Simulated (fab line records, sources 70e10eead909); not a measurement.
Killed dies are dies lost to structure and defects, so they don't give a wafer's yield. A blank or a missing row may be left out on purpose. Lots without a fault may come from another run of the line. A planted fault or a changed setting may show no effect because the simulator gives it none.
Tool commonality check | flow nand_harc | 12 lots, 36 wafers sampled

WHY IT WAS OPENED
At NHARC_A_ONON_D2_THK_MEAS_34 the reading thk_nm is flagged on 2 of 12 lots. Wafers without a fault read 200 nm, standard deviation 3.3.
Rule: a lot is flagged when every wafer of it that has a number lies more than 4 standard deviations from that mean, or none has a number. The other lots count as sound.

lot  | measured     | on            | thk_nm (nm), wafer by wafer | flag
L598 | day 12 12:25 | film_metro-02 | 205 204 202                 |
L599 | day 13 09:27 | film_metro-01 | 201 197 201                 |
L601 | day 13 23:41 | film_metro-02 | 195 198 199                 |
L604 | day 15 13:41 | film_metro-01 | 201 205 204                 |
L606 | day 16 04:25 | film_metro-01 | 197 196 200                 |
L605 | day 16 04:26 | film_metro-02 | 199 201 201                 |
L607 | day 16 12:26 | film_metro-01 | 194 197 194                 |
L608 | day 17 08:24 | film_metro-02 | 197 199 198                 |
L613 | day 19 05:51 | film_metro-01 | 220 223 221                 | FLAGGED
L614 | day 19 15:03 | film_metro-02 | 218 220 222                 | FLAGGED
L617 | day 20 20:22 | film_metro-01 | 201 203 207                 |
L621 | day 22 13:46 | film_metro-01 | 196 198 199                 |
The numbers of the flagged lots are 221 nm on average: +21 nm against the usual, or +6 standard deviations.

WHICH TOOL RAN EACH LOT
The record holds 1 process step before the reading, out of a route of 1302 steps. In each cell: the tool, then ch and the chambers that the sampled wafers went through, then the start.
lot  | flag    | NHARC_A_ONON_D2_DEP_33
L598 |         | pecvd-01 ch 0,1, day 12 12:03
L599 |         | pecvd-04 ch 0,1,2, day 13 09:02
L601 |         | pecvd-02 ch 0,2, day 13 23:17
L604 |         | pecvd-01 ch 0,1,2, day 15 13:16
L606 |         | pecvd-02 ch 1,2, day 16 04:01
L605 |         | pecvd-01 ch 0,1, day 16 03:59
L607 |         | pecvd-04 ch 0,1,2, day 16 12:01
L608 |         | pecvd-02 ch 0,2, day 17 08:05
L613 | FLAGGED | pecvd-02 ch 0,1,2, day 19 05:26
L614 | FLAGGED | pecvd-02 ch 0,1,2, day 19 14:41
L617 |         | pecvd-01 ch 0,2, day 20 20:00
L621 |         | pecvd-01 ch 0,1,2, day 22 13:22
What these steps do:
- NHARC_A_ONON_D2_DEP_33: deposits SiO2, target thk 200 nm.
- NHARC_A_ONON_D2_THK_MEAS_34: measures by ellipsometry.

FLAGGED OVER TOTAL, TOOL BY TOOL (the gauges that took the reading come last)
step                        | tool          | lots run | flagged | share of the flagged lots | sound lots run after its first flagged lot
NHARC_A_ONON_D2_DEP_33      | pecvd-01      | 5        | 0       | none                      | -
NHARC_A_ONON_D2_DEP_33      | pecvd-02      | 5        | 2       | all                       | 0
NHARC_A_ONON_D2_DEP_33      | pecvd-04      | 2        | 0       | none                      | -
NHARC_A_ONON_D2_THK_MEAS_34 | film_metro-01 | 7        | 1       | some                      | 2 (L617,L621)
NHARC_A_ONON_D2_THK_MEAS_34 | film_metro-02 | 5        | 1       | some                      | 0

WHAT THE TABLE ALLOWS
1 row of the table ran every flagged lot: pecvd-02 at NHARC_A_ONON_D2_DEP_33.
- pecvd-02 at NHARC_A_ONON_D2_DEP_33: 2 of its 5 lots flagged. Its last sound lot is L608 (day 17 08:05), its first flagged lot L613 (day 19 05:26): a fault that began between those two fits. Its own readings lie more than 4 standard deviations out on every wafer of the flagged lots: rf_fwd_power_W.
One tool is left: pecvd-02 at NHARC_A_ONON_D2_DEP_33.

WHAT THE SIMULATOR HAD PUT IN
Process parameter drift: pecvd-02, from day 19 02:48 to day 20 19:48, at NHARC_A_ONON_D2_DEP_33. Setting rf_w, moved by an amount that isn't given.
Lots struck among those shown: L613, L614. The rule above found the same.
